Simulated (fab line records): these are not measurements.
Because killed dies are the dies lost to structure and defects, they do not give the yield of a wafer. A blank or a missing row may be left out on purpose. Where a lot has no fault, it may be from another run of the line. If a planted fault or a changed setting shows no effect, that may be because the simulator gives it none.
Chamber matching || flow n5Finfet || N5_BEOL_M10_ETCH_66 on rieDiel-02: 4 sister chambers
The step etches SOC in N2/H2, target depth 120 nm, overetch 24 nm, time 180 s. 4 wafers are shown with their chamber, then 8 later ones without.

WAFERS, EACH WITH ITS CHAMBER
{"wafer": "L085.3", "chamber": 3, "drypumpMotorCurrentA (A)": 5.2}
{"wafer": "L087.2", "chamber": 2, "drypumpMotorCurrentA (A)": 6.4}
{"wafer": "L087.3", "chamber": 1, "drypumpMotorCurrentA (A)": 5.0}
{"wafer": "L094.2", "chamber": 0, "drypumpMotorCurrentA (A)": 4.9}

WAFERS WITH NO CHAMBER GIVEN
{"wafer": "L094.3", "drypumpMotorCurrentA (A)": 6.3}
{"wafer": "L094.5", "drypumpMotorCurrentA (A)": 5.2}
{"wafer": "L096.1", "drypumpMotorCurrentA (A)": 4.9}
{"wafer": "L096.4", "drypumpMotorCurrentA (A)": 6.4}
{"wafer": "L096.6", "drypumpMotorCurrentA (A)": 4.9}
{"wafer": "L097.2", "drypumpMotorCurrentA (A)": 5.0}
{"wafer": "L097.5", "drypumpMotorCurrentA (A)": 5.2}
{"wafer": "L097.6", "drypumpMotorCurrentA (A)": 6.4}

WHICH CHAMBER EACH ONE RAN IN
{"wafer": "L094.3", "from the rows above": 2, "in truth": 2}
{"wafer": "L094.5", "from the rows above": 3, "in truth": 3}
{"wafer": "L096.1", "from the rows above": 0, "in truth": 0}
{"wafer": "L096.4", "from the rows above": 2, "in truth": 2}
{"wafer": "L096.6", "from the rows above": 0, "in truth": 0}
{"wafer": "L097.2", "from the rows above": 1, "in truth": 1}
{"wafer": "L097.5", "from the rows above": 3, "in truth": 3}
{"wafer": "L097.6", "from the rows above": 2, "in truth": 2}
Placed correctly: 8 of 8. Number that these rows cannot place: 0. Wrongly placed: 0.
How it was worked out, from the rows above alone: a wafer's distance from a chamber is the root of the sum, over the readings, of the square of ((its reading less the chamber's mean) divided by the reading's scatter). If the next closest chamber is less than 2 further off than the closest, the wafer can't be placed; otherwise it belongs to the closest. For every chamber, the mean is computed from those of its wafers that are shown. The scatter (one wafer shown for each chamber): square how far every hidden wafer sits from the nearest shown wafer, average those squares and take the square root.
